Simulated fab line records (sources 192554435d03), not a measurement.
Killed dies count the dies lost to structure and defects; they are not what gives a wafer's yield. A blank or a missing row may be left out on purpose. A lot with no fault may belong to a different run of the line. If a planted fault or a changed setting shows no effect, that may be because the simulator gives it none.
fab line records + flow n5-finfet
record:
- lots: 4
- wafers: 12
- last-day: 16
route steps=1938 shown BEOL_M7@1326 BEOL_M8@1332 PASSIVATION@1936
lots that met no fault: taken from a fault-free run of the same line
start-h: start of the lot's first displayed wafer, in hours after the record's first day + wait-h: how many hours have passed since the lot's step before this one + " the same as in the row above + L1.1+2: one row covering several wafers at once + - either no value or no given start + * or withheld: withheld + < > ~ a bound
route shown NAME@n: names a module that has steps shown in the file, with the first one's number in the route + usual: mean/standard deviation of fault-free wafers + same: alike in all rows + chamber/n: place in a boat + sites: readings site by site + _std_site: standard deviation of those values + _edge_site: the outer-site mean with the inner-site mean subtracted + radius-mm: for every site, how far away it sits from the centre of the wafer + mask NAME#n: copy n + behind: the most recent tool/chamber to have shaped the wafer + hold: the reason the lot was held/the length of the hold in hours/how it ended + device: the n, p or np transistor that did not switch + end of line: tests run on the same wafers once the route is complete + where a step has no rows: the recipe by itself + killed: not the wafer's yield, but the dies lost to structure and defects at the first sort + map: the dies of a wafer, with x for killed, . for not killed, _ for no die there
set.NAME: the run value of the setting; set.NAME@STEP: its run value at that earlier step + model.NAME: the simulator's own value behind a step, which no gauge read
certain route steps with their lots: each step a table, each wafer a row
services: from which hour (start-h, from the record's first day; less than 0 if before it) a tool's chamber was out of use, for how many hours, and why
== steps ==
step: N5_BEOL_M7_CMP_52
recipe:
- stop-on: SiCOH_lowk
- t-overpolish-s: 6.9
- down-force-psi: 1
- platen-rpm: 50
- clearing-platen-down-force-psi: 1.5
- clearing-platen-rpm: 50
- post-cmp-clean: cu-alkaline
- target-thk-nm: 80
- clearing-platen-pad-velocity-m-s: 0.99484
- pad-velocity-m-s: 0.99484
step: N5_BEOL_M7_PRE_CLEAN_55
recipe:
- gas: NH3
- time-s: 15
- temp-c: withheld
- rf-power-w: 300
step: N5_BEOL_M7_DEP_56
recipe:
- material: SiCN
- target-thk-a: 100
- temp-c: withheld
- precursor: 3MS/NH3
- pressure-torr: 3
- rf-w: 202
- time-s: 17.5
step: N5_BEOL_M8_ILD_DEP_00
recipe:
- material: SiCOH_lowk
- target-thk-a: 1797.5
- temp-c: 300
- precursor: DEMS/porogen
- pressure-torr: 5
- rf-w: 500
- time-s: 33.4
step: N5_BEOL_M8_CURE_74
recipe:
- temp-c: 385
- time-s: 240
- ambient: He/Ar
- material: SiCOH_lowk
step: N5_BEOL_M8_PECVD_70
recipe:
- material: SiO2
- target-thk-a: 200
- temp-c: 400
- precursor: TEOS/O2
- pressure-torr: 5.5
- rf-w: 450
- teos-flow-sccm: 53.8
- gas: O2
- flow-sccm: 3000
- time-s: 22.7
step: N5_BEOL_M8_HM_DEP_02
recipe:
- material: TiN
- target-thk-a: 200
- temp-c: 25
- chamber-pressure-pa: 0.49996
step: N5_BEOL_M8_COAT_59
recipe:
- resist: SOC
- temp-c: 250
- time-s: 60
- spin-rpm: 1500
- resist-thk-nm: 100
step: N5_BEOL_M8_COAT_60
recipe:
- resist: SiARC
- temp-c: 220
- time-s: 60
- spin-rpm: 1500
- resist-thk-nm: 35
usual:
- plate-temp-C: 220.00/0.15
- spin-speed-rpm: 1499.8/0.89
| lot.wafer | tool           | chamber | start-h | wait-h | plate-temp-C | spin-speed-rpm | model.SiARC_of_BEOL_M8_COAT_60.thk-nm |
|-----------|----------------|---------|---------|--------|--------------|----------------|---------------------------------------|
| L629.1    | litho-track-05 | 0       | 250.07  | -      | 219.74       | 1501.1         | 35                                    |
| L629.3    | "              | 0       | "       | "      | 219.79       | 1500.4         | 35.2                                  |
| L629.4    | "              | 0       | "       | "      | 220.07       | 1500.9         | 35.2                                  |
| L630.2    | litho-track-05 | 0       | 258.92  | -      | 219.96       | 1643.9         | 33.6                                  |
| L630.3    | "              | 0       | "       | "      | 219.87       | 1643.8         | 33.6                                  |
| L630.6    | "              | 0       | "       | "      | 220.00       | 1644.0         | 33.6                                  |
| L631.1    | litho-track-05 | 0       | 265.18  | -      | 219.77       | 1644.5         | 33.6                                  |
| L631.3    | "              | 0       | "       | "      | 220.09       | 1644.2         | 33.4                                  |
| L631.5    | "              | 0       | "       | "      | 219.89       | 1644.8         | 33.4                                  |
| L641.3    | litho-track-02 | 0       | 330.57  | -      | 219.99       | 1498.0         | 35                                    |
| L641.4    | "              | 0       | "       | "      | 219.80       | 1500.4         | 35                                    |
| L641.5    | "              | 0       | "       | "      | 220.03       | 1499.4         | 35                                    |
step: N5_BEOL_M8_COAT_05
recipe:
- resist: CAR-ArF
- spin-rpm: 1500
- resist-thk-nm: 90
step: N5_BEOL_M8_EBR_07
recipe:
- solvent: PGMEA
- ebr-width-mm: 1.5
step: N5_BEOL_M8_SOFTBAKE_06
recipe:
- temp-c: 110
- time-s: 60
- resist: CAR-ArF
step: N5_BEOL_M8_EXPOSE_08
recipe:
- mask-id: M8
- na: 1.35
- source-shape: dipole
- sigma-inner: 0.817
- sigma-outer: 0.97
- polarization: te
- dose-mj: 68.25
step: N5_BEOL_M8_PEB_09
recipe:
- peb-temp-c: withheld
- peb-time-s: 60
- resist: CAR-ArF
step: N5_BEOL_M8_DEVELOP_10
recipe:
- develop-time-s: 30
- developer: TMAH
- resist: CAR-ArF
- rinse-liquid: diw
- dry: air-spin
- dev-temp-c: 23
step: N5_BEOL_M8_DESCUM_16
recipe:
- chemistry: O2
- time-s: 7.9
- source-power-w: 50
- bias-power-w: 20
- pressure-mtorr: 20
- rf-frequency-hz: 2.712e+07
- temp-c: 40
- resist: CAR-ArF
- o2-flow-sccm: 225
step: N5_BEOL_M8_ETCH_61
recipe:
- chemistry: CF4
- target: SiARC
- target-depth-a: 455
- mask-material: CAR-ArF
- time-s: 75.8
- ion-energy-ev: 80
- pressure-mtorr: 40
- source-w: 545
- bias-w: 36
- Ar_flow_sccm: 100
- cf4-flow-sccm: 100
- ends: cleared
usual:
- drypump-motor-current-A: 5.5/0.51
- etch-rf-on-time-s: 76.1/1.6
- mfc-ar-sccm: 99.94/0.3
- oes-product-au: 0.67/0.064
- rf-vpp-V: 184.0/1.2
- showerhead-plenum-p-Torr: 2.14/0.074
- throttle-valve-pct: 15.63/0.26
| lot.wafer | tool        | chamber | start-h | wait-h | drypump-motor-current-A | etch-rf-on-time-s | mfc-ar-sccm | oes-product-au | rf-hours-counter-h | rf-vpp-V | showerhead-plenum-p-Torr | throttle-valve-pct | model.etch.depth-nm | model.CAR-ArF_of_BEOL_M8_COAT_05.thk-nm |
|-----------|-------------|---------|---------|--------|-------------------------|-------------------|-------------|----------------|--------------------|----------|--------------------------|--------------------|---------------------|-----------------------------------------|
| L629.1    | rie-diel-01 | 2       | 252.46  | 0.0    | 5.1                     | 78.2              | 99.91       | 0.64           | 137                | 185.0    | 2.24                     | 15.94              | 35.08               | 50.4                                    |
| L629.3    | "           | 1       | "       | "      | 5.7                     | 75.7              | 99.86       | 0.76           | 31                 | 183.7    | 2.10                     | 15.41              | 35.2                | 50.4                                    |
| L629.4    | "           | 0       | "       | "      | 5.6                     | 76.1              | 99.95       | 0.61           | 236                | 183.3    | 2.11                     | 15.91              | 35.14               | 50.2                                    |
| L630.2    | rie-diel-03 | 2       | 259.39  | 0.0    | 5.8                     | 73.8              | 100.26      | 0.59           | 241                | 181.5    | 2.04                     | 15.95              | 33.54               | 52.4                                    |
| L630.3    | "           | 3       | "       | "      | 5.8                     | 73.6              | 100.39      | 0.74           | 45                 | 184.4    | 2.17                     | 15.56              | 33.52               | 52.2                                    |
| L630.6    | "           | 2       | "       | "      | 5.8                     | 73.9              | 99.71       | 0.58           | -                  | 183.2    | 2.04                     | 15.93              | 33.56               | 52.2                                    |
| L631.1    | rie-diel-03 | 2       | 265.71  | 0.0    | 5.8                     | 74.4              | 99.92       | 0.58           | 242                | 183.8    | 2.04                     | 15.94              | 33.53               | 52.4                                    |
| L631.3    | "           | 3       | "       | "      | 5.8                     | 73.6              | 99.69       | 0.74           | 46                 | 185.0    | 2.17                     | 15.58              | 33.42               | 52.6                                    |
| L631.5    | "           | 3       | "       | "      | 5.8                     | 73.2              | 100.26      | 0.74           | -                  | 185.1    | 2.17                     | 15.56              | 33.4                | 52.6                                    |
| L641.3    | rie-diel-01 | 2       | 331.06  | 0.0    | 5.1                     | 78.2              | 100.17      | 0.62           | 165                | 184.8    | 2.23                     | 15.99              | 35.01               | 51                                      |
| L641.4    | "           | 1       | "       | "      | 5.8                     | 75.0              | 100.13      | 0.73           | 59                 | 184.0    | 2.09                     | 15.47              | 35.08               | 51                                      |
| L641.5    | "           | 2       | "       | "      | 5.1                     | 77.6              | 99.87       | 0.63           | -                  | 184.8    | 2.23                     | 16.02              | 35.04               | 51.4                                    |
step: N5_BEOL_M8_ETCH_62
recipe:
- chemistry: N2/H2
- target: SOC
- target-depth-a: 1100
- overetch-a: 220
- mask-material: SiARC
- temp-c: 40
- time-s: 165
- ion-energy-ev: 200
- pressure-mtorr: 30
- source-w: 840
- bias-w: 150
- n2-flow-sccm: 200
- h2-flow-sccm: 200
usual:
- drypump-motor-current-A: 5.5/0.51
- n2-flow-sccm: 200.0/0.56
- oes-product-au: 0.67/0.059
- rf-vpp-V: 523.8/2.7
- showerhead-plenum-p-Torr: 2.54/0.093
- throttle-valve-pct: 17.85/0.26
| lot.wafer | tool        | chamber | start-h | wait-h | drypump-motor-current-A | n2-flow-sccm | oes-product-au | rf-hours-counter-h | rf-vpp-V | showerhead-plenum-p-Torr | throttle-valve-pct | model.SiARC_of_BEOL_M8_COAT_60.thk-nm |
|-----------|-------------|---------|---------|--------|-------------------------|--------------|----------------|--------------------|----------|--------------------------|--------------------|---------------------------------------|
| L629.1    | rie-diel-01 | 2       | 252.52  | 0.0    | 5.2                     | 200.4        | 0.65           | 137                | 526.1    | 2.66                     | 18.19              | 28.8                                  |
| L629.3    | "           | 1       | "       | "      | 5.7                     | 200.6        | 0.75           | 31                 | 522.3    | 2.49                     | 17.71              | 28.6                                  |
| L629.4    | "           | 0       | "       | "      | 5.6                     | 199.1        | 0.60           | 236                | 522.0    | 2.49                     | 18.01              | 28.4                                  |
| L630.2    | rie-diel-03 | 2       | 259.45  | 0.0    | 5.8                     | 200.1        | 0.58           | 241                | 520.0    | 2.40                     | 18.03              | 27                                    |
| L630.3    | "           | 3       | "       | "      | 5.8                     | 199.8        | 0.74           | 45                 | 525.4    | 2.57                     | 17.74              | 27                                    |
| L630.6    | "           | 2       | "       | "      | 5.8                     | 199.7        | 0.59           | -                  | 519.8    | 2.40                     | 18.02              | 27                                    |
| L631.1    | rie-diel-03 | 3       | 265.77  | 0.0    | 5.8                     | 199.9        | 0.73           | 46                 | 526.0    | 2.57                     | 17.72              | 27                                    |
| L631.3    | "           | 1       | "       | "      | 4.8                     | 200.4        | 0.67           | 126                | 519.4    | 2.44                     | 17.45              | 26.8                                  |
| L631.5    | "           | 3       | "       | "      | 5.8                     | 201.1        | 0.74           | -                  | 526.1    | 2.57                     | 17.74              | 26.8                                  |
| L641.3    | rie-diel-01 | 2       | 331.12  | 0.0    | 5.1                     | 200.6        | 0.63           | 165                | 526.7    | 2.65                     | 18.24              | 28.6                                  |
| L641.4    | "           | 1       | "       | "      | 5.8                     | 200.2        | 0.73           | 59                 | 522.3    | 2.47                     | 17.76              | 28.4                                  |
| L641.5    | "           | 2       | "       | "      | 5.1                     | 200.9        | 0.63           | -                  | 526.6    | 2.65                     | 18.25              | 28.8                                  |
step: N5_BEOL_M8_STRIP_68
recipe:
- chemistry: N2/H2
- temp-c: 40
- n2-flow-sccm: 200
- h2-flow-sccm: 200
- rf-frequency-hz: 6e+07
step: N5_PASSIVATION_PROBE_49
usual:
- defect-limited-yield: 91.3/1.5
- killed_at_M0_to_M3: 34/9.4
- killed_at_M4_up: 13/5.3
- killed-at-contacts: 13/5.7
- killed-at-front-end: 40/10
- killed-at-other: 3.7/2.8
- killed-dies: 103/17
- killed-open: 67/13
- killed-short: 35/8.5
- sort_bin_5_function: 5.0/0.98
- sort_bin_6_memory: 3.3/0.7
- sort-n-pass: 1077/17
- sort-yield-pct: 91.3/1.5
same:
- gross-dies: 1180
- killed-at-back-side: 0
- sort_bin_4_leakage[%]: 0
- sort_bin_8_speed[%]: 0
| lot.wafer | tool      | chamber | start-h | wait-h | defect-limited-yield[%] | killed_at_M0_to_M3 | killed_at_M4_up | killed-at-contacts | killed-at-front-end | killed-at-other | killed-dies | killed-open | killed-short | sort_bin_5_function[%] | sort_bin_6_memory[%] | sort-n-pass | sort-yield-pct[%] |
|-----------|-----------|---------|---------|--------|-------------------------|--------------------|-----------------|--------------------|---------------------|-----------------|-------------|-------------|--------------|------------------------|----------------------|-------------|-------------------|
| L629.1    | prober-02 | -       | 326.67  | 0.1    | 91.4                    | 29                 | 14              | 14                 | 41                  | 3               | 101         | 70          | 29           | 4.5                    | 3.7                  | 1079        | 91.4              |
| L630.2    | prober-02 | -       | 331.69  | 0.1    | 89.4                    | 35                 | 28              | 4                  | 44                  | 14              | 125         | 76          | 48           | 5.7                    | 4.2                  | 1055        | 89.4              |
| L631.1    | prober-01 | -       | 332.57  | 0.0    | 92.8                    | 25                 | 17              | 14                 | 28                  | 1               | 85          | 57          | 26           | 4.8                    | 2.3                  | 1095        | 92.8              |
| L631.3    | prober-01 | -       | 332.67  | 0.1    | 92.7                    | 24                 | 11              | 18                 | 32                  | 1               | 86          | 43          | 38           | 3.8                    | 3.1                  | 1094        | 92.7              |
| L631.5    | prober-01 | -       | 332.77  | 0.2    | 90.0                    | 43                 | 17              | 19                 | 38                  | 1               | 118         | 79          | 39           | 5.8                    | 3.6                  | 1062        | 90.0              |
killed by level:class
L629.1 MOL_CONTACT_COAG:geometric-particle:open=10 STI_FIN_REVEAL:geometric-particle:open=9 BEOL_M1:geometric-particle:open=9 GATE_CUT:geometric-particle:short=8 FIN_SAQP:geometric-particle:open=7 BEOL_M0_SAQP:geometric-particle:open=6 DUMMY_GATE:geometric-particle:open=5 BEOL_M3:geometric-particle:open=5
L630.2 BEOL_M0_SAQP:geometric-particle:short=14 BEOL_M4:geometric-particle:open=14 FIN_SAQP:geometric-particle:short=6 STI_FIN_REVEAL:geometric-particle:open=6 MIM_TOP_ETCH:geometric-particle:open=6 GATE_CUT:geometric-particle:short=5 BEOL_M0_SAQP:geometric-particle:open=5 BEOL_M6:geometric-particle:open=5
L631.1 MOL_CONTACT_COAG:geometric-particle:open=10 STI_FIN_REVEAL:geometric-particle:open=7 BEOL_M3:geometric-particle:open=7 GATE_CUT:geometric-particle:open=7 GATE_CUT:geometric-particle:short=5 BEOL_M4:geometric-particle:open=5 MOL_CONTACT_COAG:geometric-particle:short=4 BEOL_M0_SAQP:geometric-particle:short=3
L631.3 MOL_CONTACT_COAG:geometric-particle:open=9 MOL_CONTACT_COAG:geometric-particle:short=9 FIN_SAQP:geometric-particle:short=7 GATE_CUT:geometric-particle:short=6 BEOL_M2:geometric-particle:short=6 BEOL_M2:geometric-particle:open=6 STI_FIN_REVEAL:geometric-particle:open=4 BEOL_M3:geometric-particle:open=4
L631.5 BEOL_M3:geometric-particle:open=21 MOL_CONTACT_COAG:geometric-particle:open=13 FIN_SAQP:geometric-particle:short=8 BEOL_M0:geometric-particle:open=7 GATE_CUT:geometric-particle:short=6 MOL_CONTACT_COAG:geometric-particle:short=6 BEOL_M1:geometric-particle:open=5 BEOL_M4:geometric-particle:open=5
== services ==
| tool           | chamber | start-h | hours | kind                          |
|----------------|---------|---------|-------|-------------------------------|
| litho-track-02 | -       | 227.30  | -     | consumable-replace:filter     |
| litho-track-05 | -       | 250.21  | -     | consumable-replace:filter     |
| rie-diel-03    | 0       | 272.04  | -     | clean                         |
| rie-diel-03    | 0       | 272.04  | -     | consumable-replace:focus-ring |
| rie-diel-03    | 0       | 272.04  | 22.2  | scheduled-down                |
| rie-diel-03    | 0       | 272.04  | 22.2  | vent-cycle                    |
| rie-diel-03    | 2       | 294.28  | -     | clean                         |
| rie-diel-03    | 2       | 294.28  | -     | consumable-replace:focus-ring |
| rie-diel-03    | 2       | 294.28  | -     | consumable-replace:showerhead |
| rie-diel-03    | 2       | 294.28  | 25.3  | scheduled-down                |
| rie-diel-03    | 2       | 294.28  | 25.3  | vent-cycle                    |
| rie-diel-01    | 0       | 299.89  | -     | clean                         |
| rie-diel-01    | 0       | 299.89  | -     | consumable-replace:focus-ring |
| rie-diel-01    | 0       | 299.89  | 15.7  | scheduled-down                |
| rie-diel-01    | 0       | 299.89  | 15.7  | vent-cycle                    |
== key ==
first-sign:
- step: N5_BEOL_M8_COAT_60
- reading: spin-speed-rpm
- direction: up
- sigmas: 99+
- usual: *
- struck: *
effect none on later readings
model-effect:
- step: N5_BEOL_M8_COAT_60
- value: SiARC_of_BEOL_M8_COAT_60.thk-nm
- without: 35.1
- struck: 33.53
model-effect:
- step: N5_BEOL_M8_ETCH_61
- value: etch.depth-nm
- without: 35.07
- struck: 33.5
model-effect:
- step: N5_BEOL_M8_ETCH_62
- value: SiARC_of_BEOL_M8_COAT_60.thk-nm
- without: 28.47
- struck: 26.93
met-at N5_BEOL_M8_COAT_60
struck-wafers L630.2,L630.3,L630.6,L631.1,L631.3,L631.5
onset-between 250.07 258.92
fault:
- kind: process-parameter-drift
- tool: litho-track-05
- chamber: -
- onset-h: 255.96
- steps: N5_BEOL_M8_COAT_60
- channel: spin-rpm
- offset: *
- shape: step
- end-h: 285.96
- acts-in: *
- stated: *
